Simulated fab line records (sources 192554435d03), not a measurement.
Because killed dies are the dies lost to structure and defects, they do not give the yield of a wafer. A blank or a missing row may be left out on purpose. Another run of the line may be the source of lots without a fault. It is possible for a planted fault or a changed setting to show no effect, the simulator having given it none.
Chamber matching ; flow n5-finfet ; N5_BEOL_M6_STRIP_19 on rie-diel-03 has 4 sister chambers
The step strips in O2. 8 wafers are shown with their chamber, then 9 later ones without.

## WAFERS PAIRED WITH THEIR CHAMBERS
wafer;chamber;drypump-motor-current-A (A);throttle-valve-pct (%)
L077.4;2;5.1;16.70
L077.5;2;5.1;16.68
L080.4;3;5.4;16.38
L085.2;3;5.5;16.44
L085.6;0;5.7;16.53
L090.1;1;5.9;16.95
L090.3;0;5.6;16.53
L090.6;1;5.9;16.94

## WAFERS WITH NO CHAMBER GIVEN
wafer;drypump-motor-current-A (A);throttle-valve-pct (%)
L089.3;5.4;16.46
L089.5;5.7;16.53
L089.6;5.4;16.48
L091.1;5.4;16.45
L091.2;5.9;16.95
L091.3;5.7;16.55
L096.1;5.4;16.49
L096.4;5.1;16.30
L096.5;5.4;16.47

## WHICH CHAMBER EACH ONE RAN IN
wafer;from the rows above;in truth
L089.3;3;3
L089.5;0;0
L089.6;3;3
L091.1;3;3
L091.2;1;1
L091.3;0;0
L096.1;can't be placed: 3 or 0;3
L096.4;3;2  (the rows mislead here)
L096.5;3;3
Correctly placed: 7 of 9. Unplaceable from these rows: 1, with the true chamber sitting among the candidates in 1. Placed wrongly: 1.
How it was worked out, from the rows above alone: a wafer's distance from a chamber is the root of the sum, over the readings, of the square of ((its reading less the chamber's mean) divided by the reading's scatter). If the next closest chamber is less than 2 further off than the closest, the wafer can't be placed; otherwise it belongs to the closest. For every chamber, the mean is computed from those of its wafers that are shown. The scatter: take each reading less its chamber's mean, square it, sum over the shown wafers, divide by the number of wafers less the number of chambers, and take the root.
